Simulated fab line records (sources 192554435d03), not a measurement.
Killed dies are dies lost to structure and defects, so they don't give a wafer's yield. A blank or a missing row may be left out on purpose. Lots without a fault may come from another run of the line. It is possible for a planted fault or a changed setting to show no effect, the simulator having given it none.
What tool caused it? + flow n5-finfet + 10 lots, 29 wafers sampled, at 5 steps of a route of 1938

== WHAT EACH GAUGE READ, for each wafer ==
N5_BEOL_M4_RC_MEAS_101. Usual: DIBL_N 36.3 mV/V, standard deviation 1; DIBL_P 36.2 mV/V, standard deviation 1.4; IOFF_N 0.157 nA/um, standard deviation 0.021; IOFF_P 0.206 nA/um, standard deviation 0.025; ION_N 673 uA/um, standard deviation 9; ION_P 461 uA/um, standard deviation 6.4; SS_N 71.5 mV/dec, standard deviation 0.5; SS_P 73.2 mV/dec, standard deviation 0.47; VT_N 249.9 mV, standard deviation 2.4; VT_P -250.6 mV, standard deviation 2.9.
| lot  | measured     | on        | DIBL_N (mV/V)  | DIBL_P (mV/V)  | IOFF_N (nA/um)    | IOFF_P (nA/um)    | ION_N (uA/um) | ION_P (uA/um) | SS_N (mV/dec)  | SS_P (mV/dec)  | VT_N (mV)         | VT_P (mV)            | flag |
|------|--------------|-----------|----------------|----------------|-------------------|-------------------|---------------|---------------|----------------|----------------|-------------------|----------------------|------|
| L286 | day 8 05:05  | prober-02 | 36.7 34.9 36.6 | 35.9 34.3 36.5 | 0.175 0.153 0.190 | 0.204 0.182 0.208 | 683 679 689   | 460 466 462   | 71.6 71.4 71.7 | 73.8 73.2 74.1 | 249.0 250.8 248.7 | -251.3 -252.4 -253.0 |      |
| L284 | day 8 05:33  | prober-01 | 35.3 37.3 34.9 | 34.4 37.2 34.2 | 0.136 0.170 0.129 | 0.177 0.217 0.175 | 671 682 668   | 462 467 461   | 70.8 71.2 70.1 | 73.1 74.0 73.2 | 250.8 248.2 250.4 | -251.1 -250.9 -252.8 |      |
| L285 | day 8 10:10  | prober-02 | 36.3 35.5 37.9 | 36.9 36.1 38.2 | 0.150 0.134 0.171 | 0.209 0.194 0.225 | 659 657 669   | 457 452 461   | 71.7 71.6 72.7 | 72.9 73.6 74.3 | 252.3 255.2 250.0 | -251.1 -251.2 -252.0 |      |
| L289 | day 9 09:32  | prober-01 | 37.5 39.5 38.3 | 35.9 38.7 37.6 | 0.151 0.202 0.181 | 0.199 0.242 0.226 | 668 686 686   | 464 467 469   | 71.5 72.3 71.5 | 73.9 73.3 73.5 | 250.2 246.9 250.7 | -249.6 -247.3 -250.6 |      |
| L287 | day 9 11:14  | prober-01 | 35.1 36.8 36.6 | 35.5 37.4 37.1 | 0.132 0.159 0.158 | 0.191 0.221 0.216 | 675 679 679   | 465 471 464   | 70.5 71.0 71.9 | 72.7 73.3 72.9 | 252.1 246.7 248.5 | -252.4 -248.8 -251.5 |      |
| L293 | day 9 23:08  | prober-02 | 35.7 37.5      | 34.6 36.7      | 0.132 0.153       | 0.177 0.205       | 668 664       | 458 458       | 71.7 71.8      | 72.9 73.6      | 250.7 251.9       | -251.9 -251.3        |      |
| L299 | day 11 15:38 | prober-01 | 36.5 38.0 36.4 | 35.7 37.5 35.4 | 0.142 0.169 0.138 | 0.199 0.228 0.196 | 665 666 658   | 454 463 456   | 71.3 71.4 71.1 | 73.1 73.5 73.1 | 250.0 249.7 250.6 | -250.1 -248.1 -253.0 |      |
| L298 | day 11 23:32 | prober-02 | 35.6 37.0 36.3 | 35.0 35.2 35.1 | 0.139 0.150 0.145 | 0.220 0.224 0.217 | 666 671 661   | 466 462 462   | 71.5 71.8 71.1 | 72.8 73.1 72.9 | 251.5 250.7 251.4 | -247.1 -247.0 -247.4 |      |
| L303 | day 12 23:17 | prober-01 | 35.8 34.6 35.3 | 36.5 35.0 35.7 | 0.162 0.136 0.152 | 0.227 0.198 0.210 | 680 670 677   | 469 467 468   | 71.4 71.5 71.4 | 74.0 72.7 73.7 | 245.4 251.9 251.6 | -247.4 -251.0 -245.4 |      |
| L306 | day 13 18:34 | prober-02 | 36.6 37.6 36.7 | 39.0 40.5 38.5 | 0.183 0.208 0.187 | 0.210 0.230 0.207 | 688 697 686   | 469 462 462   | 71.7 71.7 72.0 | 73.4 73.7 73.4 | 246.7 247.3 246.2 | -247.7 -248.8 -249.5 |      |

== WHICH TOOL RAN EACH LOT (tool, then ch and the chambers of the sampled wafers, then the start) ==
| lot  | N5_BEOL_M4_STRIP_36                | N5_BEOL_M4_ALD_84                   | N5_BEOL_M4_ANNEAL_49         | N5_BEOL_M4_SPUTTER_81        |
|------|------------------------------------|-------------------------------------|------------------------------|------------------------------|
| L286 | rie-diel-02 ch 0,1,2, day 8 00:53  | ald-metal-02 ch 0,3, day 8 01:41    | pvd-sputter-01, day 8 02:19  | pvd-sputter-01, day 8 02:40  |
| L284 | rie-diel-02 ch 2,3, day 8 01:16    | ald-metal-04 ch 0,1,3, day 8 01:45  | pvd-sputter-03, day 8 02:25  | pvd-sputter-03, day 8 02:46  |
| L285 | rie-diel-02 ch 0,2,3, day 8 05:49  | ald-metal-02 ch 1,2, day 8 06:35    | pvd-sputter-01, day 8 07:14  | pvd-sputter-01, day 8 07:35  |
| L289 | rie-diel-06 ch 0,3, day 9 05:45    | ald-metal-01 ch 1,3, day 9 06:14    | pvd-sputter-02, day 9 06:46  | pvd-sputter-02, day 9 07:07  |
| L287 | rie-diel-04 ch 1,2,3, day 9 07:00  | ald-metal-02 ch 1,2, day 9 07:29    | pvd-sputter-01, day 9 08:16  | pvd-sputter-01, day 9 08:37  |
| L293 | rie-diel-04 ch 2, day 9 18:36      | ald-metal-01 ch 2, day 9 19:13      | pvd-sputter-01, day 9 20:02  | pvd-sputter-01, day 9 20:23  |
| L299 | rie-diel-04 ch 0,2,3, day 11 11:43 | ald-metal-04 ch 0,1, day 11 12:19   | pvd-sputter-01, day 11 12:51 | pvd-sputter-01, day 11 13:13 |
| L298 | rie-diel-02 ch 0,1,2, day 11 18:26 | ald-metal-04 ch 0,1,3, day 11 19:12 | pvd-sputter-01, day 11 19:58 | pvd-sputter-01, day 11 20:20 |
| L303 | rie-diel-02 ch 1,2,3, day 12 18:07 | ald-metal-04 ch 0,2,3, day 12 18:50 | pvd-sputter-02, day 12 19:42 | pvd-sputter-02, day 12 20:04 |
| L306 | rie-diel-06 ch 0,1,2, day 13 14:15 | ald-metal-02 ch 0,1,2, day 13 14:55 | pvd-sputter-02, day 13 15:36 | pvd-sputter-02, day 13 15:58 |
- N5_BEOL_M4_STRIP_36: strips in N2/H2.
- N5_BEOL_M4_ALD_84: deposits TaN, pulse time 2 s, purge time 3 s, co reactant purge time 2 s.
- N5_BEOL_M4_ANNEAL_49: time 240 s.
- N5_BEOL_M4_SPUTTER_81: material Cu, target thk 4.5 nm, time 8.29 s.

== WHAT THE TOOLS THEMSELVES READ (means of the sampled wafers that have a number; where no wafer has one, the mark that the record gives instead) ==
N5_BEOL_M4_STRIP_36. Usual: drypump-motor-current-A 5.8 A, standard deviation 0.56; oes-product-au 0.79 a.u., standard deviation 0.085; power-w 449.9 W, standard deviation 1.3; rf-vpp-V 59.3 V, standard deviation 1.2; showerhead-plenum-p-Torr 2.53 Torr, standard deviation 0.08; throttle-valve-pct 23.7 %, standard deviation 0.33.
| lot  | tool        | drypump-motor-current-A (A) | oes-product-au (a.u.) | power-w (W) | rf-vpp-V (V) | showerhead-plenum-p-Torr (Torr) | throttle-valve-pct (%) | flag |
|------|-------------|-----------------------------|-----------------------|-------------|--------------|---------------------------------|------------------------|------|
| L286 | rie-diel-02 | 5.7                         | 0.82                  | 450.0       | 58.7         | 2.56                            | 23.7                   |      |
| L284 | rie-diel-02 | 5.6                         | 0.73                  | 449.5       | 59.7         | 2.53                            | 24.2                   |      |
| L285 | rie-diel-02 | 5.6                         | 0.80                  | 449.8       | 59.0         | 2.52                            | 23.9                   |      |
| L289 | rie-diel-06 | 5.6                         | 0.79                  | 450.2       | 61.1         | 2.53                            | 23.7                   |      |
| L287 | rie-diel-04 | 5.9                         | 0.86                  | 451.1       | 60.3         | 2.54                            | 23.6                   |      |
| L293 | rie-diel-04 | 5.8                         | 0.81                  | 450.0       | 57.6         | 2.46                            | 23.8                   |      |
| L299 | rie-diel-04 | 6.1                         | 0.85                  | 451.5       | 59.0         | 2.54                            | 23.6                   |      |
| L298 | rie-diel-02 | 5.7                         | 0.78                  | 449.9       | 59.0         | 2.55                            | 23.8                   |      |
| L303 | rie-diel-02 | 5.7                         | 0.82                  | 450.5       | 58.5         | 2.55                            | 24.0                   |      |
| L306 | rie-diel-06 | 6.1                         | 0.71                  | 450.2       | 59.9         | 2.49                            | 23.6                   |      |

N5_BEOL_M4_ALD_84. Usual: heater-power-w 436 W, standard deviation 45.
| lot  | tool         | heater-power-w (W) | flag |
|------|--------------|--------------------|------|
| L286 | ald-metal-02 | 404                |      |
| L284 | ald-metal-04 | 458                |      |
| L285 | ald-metal-02 | 440                |      |
| L289 | ald-metal-01 | 383                |      |
| L287 | ald-metal-02 | 454                |      |
| L293 | ald-metal-01 | 478                |      |
| L299 | ald-metal-04 | 429                |      |
| L298 | ald-metal-04 | 463                |      |
| L303 | ald-metal-04 | 460                |      |
| L306 | ald-metal-02 | 443                |      |

N5_BEOL_M4_ANNEAL_49. Usual: heater-power-w 849 W, standard deviation 83.
| lot  | tool           | heater-power-w (W) | flag |
|------|----------------|--------------------|------|
| L286 | pvd-sputter-01 | 886                |      |
| L284 | pvd-sputter-03 | 851                |      |
| L285 | pvd-sputter-01 | 897                |      |
| L289 | pvd-sputter-02 | 894                |      |
| L287 | pvd-sputter-01 | 881                |      |
| L293 | pvd-sputter-01 | 762                |      |
| L299 | pvd-sputter-01 | 883                |      |
| L298 | pvd-sputter-01 | 858                |      |
| L303 | pvd-sputter-02 | 851                |      |
| L306 | pvd-sputter-02 | 902                |      |

N5_BEOL_M4_SPUTTER_81. Usual: throttle-valve-pct 29.8 %, standard deviation 1.3.
| lot  | tool           | throttle-valve-pct (%) | flag |
|------|----------------|------------------------|------|
| L286 | pvd-sputter-01 | 30.3                   |      |
| L284 | pvd-sputter-03 | 30.2                   |      |
| L285 | pvd-sputter-01 | 30.6                   |      |
| L289 | pvd-sputter-02 | 29.0                   |      |
| L287 | pvd-sputter-01 | 30.3                   |      |
| L293 | pvd-sputter-01 | 29.0                   |      |
| L299 | pvd-sputter-01 | 30.2                   |      |
| L298 | pvd-sputter-01 | 30.2                   |      |
| L303 | pvd-sputter-02 | 29.2                   |      |
| L306 | pvd-sputter-02 | 29.1                   |      |

== THE ANSWER, worked out from the rows above alone ==
Rule: a lot counts as off when the mean over its wafers that have a number is more than 3 standard deviations away from the usual mean. Also off: a lot with no number at a reading for which 4 or more lots have one. All remaining lots with rows at the step are treated as sound. The gauges are gone through in route order, then the tools' own readings, and for those a lot's mean is taken as printed above. The first step at which some lot is off is used, and at that step the reading that is off furthest; a lot without a number counts as furthest.
No lot is off at any reading shown: from this, nothing can be told.

== WHAT WAS PUT IN BY THE SIMULATOR ==
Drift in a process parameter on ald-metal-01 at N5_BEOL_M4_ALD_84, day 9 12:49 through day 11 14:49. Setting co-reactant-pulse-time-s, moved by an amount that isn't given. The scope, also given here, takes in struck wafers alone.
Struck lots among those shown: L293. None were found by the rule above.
